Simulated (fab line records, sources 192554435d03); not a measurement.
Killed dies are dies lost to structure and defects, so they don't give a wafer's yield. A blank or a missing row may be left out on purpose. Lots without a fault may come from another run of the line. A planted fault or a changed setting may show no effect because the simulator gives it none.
Split-lot experiment | flow n5_finfet | 7 lots, 21 wafers read, on a route of 1938 steps

THE SPLIT
At N5_BEOL_M7_HM_DEP_02 (deposits TiN, target thk 20 nm), the setting target_thk_a was moved away from the recipe's 200 angstrom on 6 of the 21 wafers read, by +4.3% to +12.5%. The other wafers ran this setting at the recipe's value.

The reading is taken at the split's own step.

THE READING
TiN_of_BEOL_M7_HM_DEP_02.thk_nm (the simulator's own value, which no gauge read), in nm, at N5_BEOL_M7_HM_DEP_02 (deposits TiN, target thk 20 nm). The file gives no usual value for it. The 15 wafers here that ran the recipe average 20.0 nm, standard deviation 0.14 nm.

wafer  | tool, chamber at the split | target_thk_a as run, angstrom | against the recipe | TiN_of_BEOL_M7_HM_DEP_02.thk_nm, nm | against lot-mates on the recipe
L074.1 | pvd_sputter-03, -          | 208.7                         | +4.3%              | 20.8                                | +0.8
L074.2 | pvd_sputter-03, -          | 200                           | recipe             | 20                                  | -
L074.4 | pvd_sputter-03, -          | 208.7                         | +4.3%              | 21                                  | +1.0
L076.1 | pvd_sputter-02, -          | 200                           | recipe             | 20                                  | -
L076.3 | pvd_sputter-02, -          | 200                           | recipe             | 20                                  | -
L076.4 | pvd_sputter-02, -          | 200                           | recipe             | 19.8                                | -
L078.2 | pvd_sputter-01, -          | 200                           | recipe             | 20                                  | -
L078.4 | pvd_sputter-01, -          | 200                           | recipe             | 20                                  | -
L078.3 | pvd_sputter-01, -          | 200                           | recipe             | 19.8                                | -
L082.3 | pvd_sputter-01, -          | 213.9                         | +7.0%              | 21.6                                | +1.4
L082.5 | pvd_sputter-01, -          | 200                           | recipe             | 20.2                                | -
L082.6 | pvd_sputter-01, -          | 200                           | recipe             | 20.2                                | -
L090.1 | pvd_sputter-01, -          | 200                           | recipe             | 20.2                                | -
L090.4 | pvd_sputter-01, -          | 200                           | recipe             | 19.8                                | -
L090.6 | pvd_sputter-01, -          | 200                           | recipe             | 20                                  | -
L089.1 | pvd_sputter-01, -          | 200                           | recipe             | 20.2                                | -
L089.2 | pvd_sputter-01, -          | 200                           | recipe             | 20                                  | -
L089.5 | pvd_sputter-01, -          | 200                           | recipe             | 20                                  | -
L094.2 | pvd_sputter-01, -          | 225                           | +12.5%             | 22.4                                | no lot-mate on the recipe
L094.5 | pvd_sputter-01, -          | 225                           | +12.5%             | 22.4                                | no lot-mate on the recipe
L094.4 | pvd_sputter-01, -          | 225                           | +12.5%             | 22.2                                | no lot-mate on the recipe

THE FIT
A straight line over all 21 wafers: TiN_of_BEOL_M7_HM_DEP_02.thk_nm changes by +0.189 nm for each +1% of target_thk_a; r = +0.99; the points scatter about the line by 0.15 nm.
The same after taking each lot's own level away (the mean of its wafers on the recipe; 18 wafers): +0.204 nm for each +1%; r = +0.97; scatter 0.11 nm.
On that fit, the largest move of target_thk_a shifts the reading by 2.5 nm.
The lots' own levels span 19.93 to 20.20 nm, that is 2.0 times the standard deviation above.
So the lot-to-lot level changes the slope little: the two slopes agree.
Check: with one of the wafers moved furthest among these (+7.0%) left out of the fit, the line predicts +1.44 nm for it against its lot-mates. It came out at +1.4 nm against them.

OTHER SPLITS ON THESE WAFERS
These wafers also went through other splits before the reading. Each is held against what the fit with the lots' levels taken away leaves over:
other split on the same wafers   | wafers away from the commonest value | r with TiN_of_BEOL_M7_HM_DEP_02.thk_nm (lot level and that fit taken away)
N5_BEOL_M3_EXPOSE_08 dose_mj     | 6                                    | -0.14
N5_BEOL_M4_ETCH_70 source_w      | 5                                    | +0.17
N5_BEOL_M4_TRENCH_ETCH_37 time_s | 6                                    | +0.07
N5_BEOL_M5_COAT_71 spin_rpm      | 9                                    | -0.05
N5_BEOL_M6_PECVD_70 temp_c       | 8                                    | -0.01

THE FILE'S OWN FIT
TiN_of_BEOL_M7_HM_DEP_02.thk_nm changes by +0.203 nm for each +1% of target_thk_a, r = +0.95.
